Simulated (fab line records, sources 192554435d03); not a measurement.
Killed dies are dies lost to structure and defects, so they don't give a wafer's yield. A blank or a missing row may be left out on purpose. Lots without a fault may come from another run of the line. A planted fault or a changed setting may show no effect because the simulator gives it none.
A struck lot beside a sound one | flow n5_finfet | 41 steps out of a route of 1938
Sound: wafers L832.2, L832.4, L832.6. Struck: wafers L843.1, L843.3, L843.5. The cause comes at the end.
At each step with rows: each side's tool, then ch and its chambers, then its first start. Under that, the readings that differ: sound wafers | struck wafers | difference of the means | sigmas: that difference in standard deviations of wafers without a fault.
alike: readings whose means differ by less than 2 such deviations, and words and numbers that are the same on both sides. not compared: withheld readings, readings that some wafer has no value for, bounds like >300 that may hide the same value, and numbers for which the record gives no deviation and whose values overlap.
The two part at a step that has a row with sigmas, a row that says differs or no value, or rows on one side only. Numbers that don't overlap but have no deviation are shown without sigmas and don't part them. A reading that every wafer of one side lacks parts them only if that side has two wafers or more.

first, 1 step without rows for these wafers: N5_BEOL_M2_STRIP_97 (strips in N2/H2, time 10 s).
N5_BEOL_M2_OCD_MEAS_38:
  sound on ocd-01, day 7 07:10; struck on ocd-02, day 9 20:05
  alike: trench_depth_nm
then, 4 steps without rows for these wafers: N5_BEOL_M2_HM_STRIP_39 (strips TiN in peroxide tin strip, target depth 25 nm, time 158 s); N5_BEOL_M2_SRD_40 (time 30 s); N5_BEOL_M2_PRECLEAN_42 (cleans in residue remover, time 60 s); N5_BEOL_M2_SRD_43 (time 30 s).
N5_BEOL_M2_CD_MEAS_35: target cd 18 nm, target cd y 22.2 nm.
  sound on cd_sem-01, day 7 07:19; struck on cd_sem-03, day 9 20:14
  alike: cd_nm
then, 3 steps without rows for these wafers: N5_BEOL_M2_DEGAS_44 (time 60 s); N5_BEOL_M2_PRE_CLEAN_45 (time 30 s); N5_BEOL_M2_ALD_84 (deposits TaN, pulse time 2 s, purge time 3 s, co reactant purge time 2 s).
N5_BEOL_M2_SURFACE_TREAT_85:
  sound on pvd_sputter-02, day 7 08:07; struck on pvd_sputter-01, day 9 20:58
  not compared: throttle_valve_pct
then, 1 step without rows for these wafers: N5_BEOL_M2_CVD_47 (deposits Co from CCTBA/H2, target thk 3 nm, time 223.8 s).
N5_BEOL_M2_SPUTTER_48: material Cu, target thk 4.5 nm, time 8.29 s.
  sound on pvd_sputter-02, day 7 08:25; struck on pvd_sputter-03, day 9 21:23
  alike: throttle_valve_pct
then, 7 steps without rows for these wafers: N5_BEOL_M2_ANNEAL_49 (time 240 s); N5_BEOL_M2_SPUTTER_79 (material Cu, target thk 4.5 nm, time 8.29 s); N5_BEOL_M2_ANNEAL_80 (time 240 s); N5_BEOL_M2_SPUTTER_81 (material Cu, target thk 4.5 nm, time 8.29 s); N5_BEOL_M2_ANNEAL_82 (time 240 s); N5_BEOL_M2_SPUTTER_86 (material Cu, target thk 4.5 nm, time 8.29 s); N5_BEOL_M2_ANNEAL_87 (time 240 s).
N5_BEOL_M2_SPUTTER_88: material Cu, target thk 4.5 nm, time 8.29 s.
  sound on pvd_sputter-02, day 7 09:18; struck on pvd_sputter-03, day 9 22:16
  alike: throttle_valve_pct
N5_BEOL_M2_ANNEAL_89: time 240 s.
  sound on pvd_sputter-02, day 7 09:23; struck on pvd_sputter-03, day 9 22:21
  alike: heater_power_w
then, 2 steps without rows for these wafers: N5_BEOL_M2_SPUTTER_90 (material Cu, target thk 4.5 nm, time 8.29 s); N5_BEOL_M2_ANNEAL_91 (time 240 s).
N5_BEOL_M2_SPUTTER_92: material Cu, target thk 4.5 nm, time 8.29 s.
  sound on pvd_sputter-02, day 7 09:44; struck on pvd_sputter-03, day 9 22:43
  alike: throttle_valve_pct
then, 11 steps without rows for these wafers: N5_BEOL_M2_ANNEAL_93 (time 240 s); N5_BEOL_M2_SPUTTER_94 (material Cu, target thk 4.5 nm, time 8.29 s); N5_BEOL_M2_ANNEAL_95 (time 240 s); N5_BEOL_M2_SPUTTER_96 (material Cu, target thk 4.5 nm, time 8.29 s); N5_BEOL_M2_ECD_50 (material Cu, target thk 300 nm); N5_BEOL_M2_ANNEAL_51 (time 90 s); N5_BEOL_M2_CMP_52 (polishes, stops on SiOC, t overpolish 6.8 s, target thk 40 nm); N5_BEOL_M2_PRE_CLEAN_60 (time 15 s); N5_BEOL_M2_CO_CAP_55 (material Co, precursor CCTBA/H2, target thk 2 nm, time 102.1 s); N5_BEOL_M2_PRE_CLEAN_56 (time 15 s); N5_BEOL_M2_DEP_57 (deposits SiCN from 3MS/NH3, target thk 8 nm, time 14 s).
N5_BEOL_M2_RS_MEAS_58: measures by four-point-probe.
  sound on film_metro-01, day 7 11:14; struck on film_metro-01, day 10 00:12
  reading        | sound          | struck         | difference | sigmas
  M2_RS (ohm/sq) | 0.64 0.60 0.62 | 0.68 0.73 0.66 | +0.07      | +2
then, 1 step without rows for these wafers: N5_BEOL_M3_ILD_DEP_00 (deposits SiOC from DEMS/O2, target thk 79 nm, time 15.3 s).
N5_BEOL_M3_THK_MEAS_01:
  sound on film_metro-01, day 7 11:22; struck on film_metro-01, day 10 00:20
  alike: M3_ILD_THK
N5_BEOL_M3_PECVD_72: deposits SiO2 from TEOS/O2, target thk 16 nm, time 18 s.
  sound on pecvd-01 ch 0,1,2, day 7 11:25; struck on pecvd-01 ch 0,1, day 10 00:22
  alike: heater_power_w, showerhead_plenum_p_Torr, throttle_valve_pct
  not compared: since_wet_clean_h
-- the record jumps here: 5 days lie between the struck wafers' starts before and after (it left off in module BEOL_M3 and takes up again in module PASSIVATION, whose first step shown is number 1936 of the route) --
N5_PASSIVATION_PROBE_49:
  the record has rows for the struck wafers here (prober-01, day 14 20:34) and none for the sound ones

WHERE THEY PART
First at N5_BEOL_M2_RS_MEAS_58; last, within this record, at N5_PASSIVATION_PROBE_49.

WHY: what the simulator had put in
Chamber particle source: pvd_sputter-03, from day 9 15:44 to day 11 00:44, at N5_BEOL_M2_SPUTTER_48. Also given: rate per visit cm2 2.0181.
